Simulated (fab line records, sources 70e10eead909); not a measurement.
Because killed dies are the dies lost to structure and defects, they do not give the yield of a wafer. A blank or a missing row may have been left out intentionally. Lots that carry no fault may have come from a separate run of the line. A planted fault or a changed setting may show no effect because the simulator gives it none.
Chamber matching    flow nand harc    NHARC_A_STAIRCASE_ETCH_253 on rie diel-09: 4 sister chambers
The step etches the open film in C4F8/O2, target depth 50 nm, time 20.2 s. 18 wafers are shown with their chamber, then 9 later ones without.

== WAFERS WITH THEIR CHAMBER ==
wafer   chamber  rf vpp V (V)  oes product au (a.u.)
L074.1  2        905           0.962
L074.3  3        888           0.974
L074.5  1        903           0.975
L082.1  1        903           0.946
L082.4  3        888           0.940
L082.5  0        888           0.934
L083.1  1        903           0.917
L083.3  2        904           0.925
L083.5  0        890           0.926
L085.2  0        890           0.955
L085.3  2        903           0.984
L085.6  3        888           0.990
L086.1  2        903           0.955
L086.3  0        890           0.953
L086.4  3        887           0.951
L091.4  3        886           0.964
L091.5  0        890           0.964
L091.6  3        888           0.961

SIGNATURES, as means of the wafers listed above
reading         chamber 0  chamber 1  chamber 2  chamber 3  scatter within a chamber
rf vpp V        889.60     903.00     903.75     887.50     0.822
oes product au  0.94640    0.94600    0.95650    0.96333    0.0207
Rule: a wafer's distance from a chamber is the root of the sum, over the readings, of the square of ((its reading less the chamber's mean) divided by the reading's scatter). The wafer belongs to the nearest chamber; if the next one is less than 2 further off, it can't be placed. The scatter: the root of (the sum of the squares of (reading less its chamber's mean) over the shown wafers, divided by (wafers less chambers)).

== WAFERS MISSING THEIR CHAMBER ==
wafer   rf vpp V (V)  oes product au (a.u.)
L094.1  903           0.949
L094.4  886           0.986
L094.5  903           0.950
L095.1  903           0.952
L095.2  890           0.952
L095.3  902           0.948
L095.4  887           0.951
L095.5  904           0.945
L095.6  886           0.938

== WHICH CHAMBER EACH ONE RAN IN ==
wafer   from the rows above      in truth
L094.1  can't be placed: 1 or 2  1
L094.4  3                        3
L094.5  can't be placed: 1 or 2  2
L095.1  can't be placed: 1 or 2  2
L095.2  0                        0
L095.3  can't be placed: 1 or 2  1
L095.4  3                        3
L095.5  can't be placed: 2 or 1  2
L095.6  3                        3
Correct placement for 4 of the 9. Can't be placed from these rows: 5 (the true chamber is among the candidates in 5). Number placed wrongly: 0.
